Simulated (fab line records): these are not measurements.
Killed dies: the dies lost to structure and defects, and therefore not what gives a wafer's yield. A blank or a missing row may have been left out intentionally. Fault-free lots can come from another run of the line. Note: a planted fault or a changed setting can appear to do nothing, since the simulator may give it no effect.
Matching of chambers	flow n5 finfet	N5_BEOL_M1_STRIP_36 on rie diel-02 has 4 sister chambers
The step strips in N2/H2. 14 wafers are shown with their chamber, then 7 later ones without.

## WAFERS PAIRED WITH THEIR CHAMBERS
wafer	chamber	showerhead plenum p Torr (Torr)	drypump motor current A (A)	throttle valve pct (%)
L076.1	3	2.66	5.5	23.2
L076.4	1	2.53	6.3	23.7
L076.5	1	2.53	6.2	23.7
L078.1	1	2.53	6.3	23.7
L078.5	0	2.48	5.3	23.7
L078.6	3	2.66	5.5	23.2
L079.1	1	2.53	6.2	23.7
L079.2	3	2.66	5.5	23.2
L079.3	0	2.48	5.3	23.7
L082.3	3	2.66	5.5	23.3
L082.4	0	2.48	5.3	23.7
L082.6	2	2.40	5.7	23.6
L085.1	0	2.48	5.3	23.7
L085.2	1	2.52	6.2	23.7

SIGNATURES (means of the wafers above)
reading	chamber 0	chamber 1	chamber 2	chamber 3	scatter within a chamber
showerhead plenum p Torr	2.4800	2.5280	2.4000	2.6600	0.00283
drypump motor current A	5.300	6.240	5.700	5.500	0.0346
throttle valve pct	23.700	23.700	23.600	23.225	0.0274
Rule: a wafer's distance from a chamber is the root of the sum, over the readings, of the square of ((its reading less the chamber's mean) divided by the reading's scatter). The wafer belongs to the nearest chamber; if the next one is less than 2 further off, it can't be placed. The scatter: the root of (the sum of the squares of (reading less its chamber's mean) over the shown wafers, divided by (wafers less chambers)).

## WAFERS WITHOUT THEIR CHAMBER
wafer	showerhead plenum p Torr (Torr)	drypump motor current A (A)	throttle valve pct (%)
L085.5	2.52	6.2	23.7
L092.1	2.47	5.3	23.8
L092.3	2.52	6.2	23.7
L092.4	2.40	5.6	23.6
L097.1	2.47	5.3	23.8
L097.5	2.39	5.6	23.6
L097.6	2.52	6.2	23.7

## THE CHAMBER EACH PASSED THROUGH
wafer	from the rows above	in truth
L085.5	1	1
L092.1	0	0
L092.3	1	1
L092.4	2	2
L097.1	0	0
L097.5	2	2
L097.6	1	1
Correct placement for 7 of the 7. Left unplaced by these rows: 0. Wrongly placed: 0.
